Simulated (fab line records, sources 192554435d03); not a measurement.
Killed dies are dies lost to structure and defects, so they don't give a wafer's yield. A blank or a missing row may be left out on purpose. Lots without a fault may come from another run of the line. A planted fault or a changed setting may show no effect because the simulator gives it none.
Which tool did it? | flow n5_finfet | 11 lots, 33 wafers sampled, at 1 step of a route of 1938

WHAT THE GAUGES READ, wafer by wafer
N5_BEOL_M3_CD_MEAS_35: target cd 18 nm, target cd y 21 nm.
lot  | measured     | on        | cd_nm (nm)
L833 | day 7 04:52  | cd_sem-01 | 17.8 17.8 17.8
L835 | day 7 22:36  | cd_sem-01 | 17.5 17.9 17.7
L837 | day 8 19:18  | cd_sem-01 | 18.1 18.0 18.1
L836 | day 9 07:58  | cd_sem-01 | 17.7 18.5 17.3
L842 | day 9 23:25  | cd_sem-01 | 18.1 18.1 17.6
L846 | day 10 18:30 | cd_sem-02 | 17.9 18.1 17.4
L845 | day 10 22:59 | cd_sem-01 | 18.5 17.9 17.7
L850 | day 12 07:46 | cd_sem-01 | 17.9 17.8 17.6
L851 | day 12 11:33 | cd_sem-02 | 18.5 18.4 18.1
L855 | day 12 22:04 | cd_sem-03 | 18.4 18.1 18.3
L856 | day 13 15:41 | cd_sem-01 | 18.1 18.2 17.8

WHICH TOOL RAN EACH LOT (tool, then ch and the chambers of the sampled wafers, then the start)
The record holds no process step before these readings.

THE ANSWER, worked out from the rows above alone
Rule: what is usual is taken from the lots themselves. Put in order of their means at a reading, lots are off if they are a third of the lots or fewer, leave a main group of 4 or more, and stand apart from it by a gap of 3 or more times the standard deviation of the main group's means; of several such gaps the widest counts. A main group whose means are all the same, to the digits that the tables above print for the reading, isn't used. A lot without any number at a reading at which 4 lots or more have one is off too. The other lots that the step has rows for count as sound.
No lot is off at any reading shown: from this, nothing can be told.

WHAT THE SIMULATOR HAD PUT IN
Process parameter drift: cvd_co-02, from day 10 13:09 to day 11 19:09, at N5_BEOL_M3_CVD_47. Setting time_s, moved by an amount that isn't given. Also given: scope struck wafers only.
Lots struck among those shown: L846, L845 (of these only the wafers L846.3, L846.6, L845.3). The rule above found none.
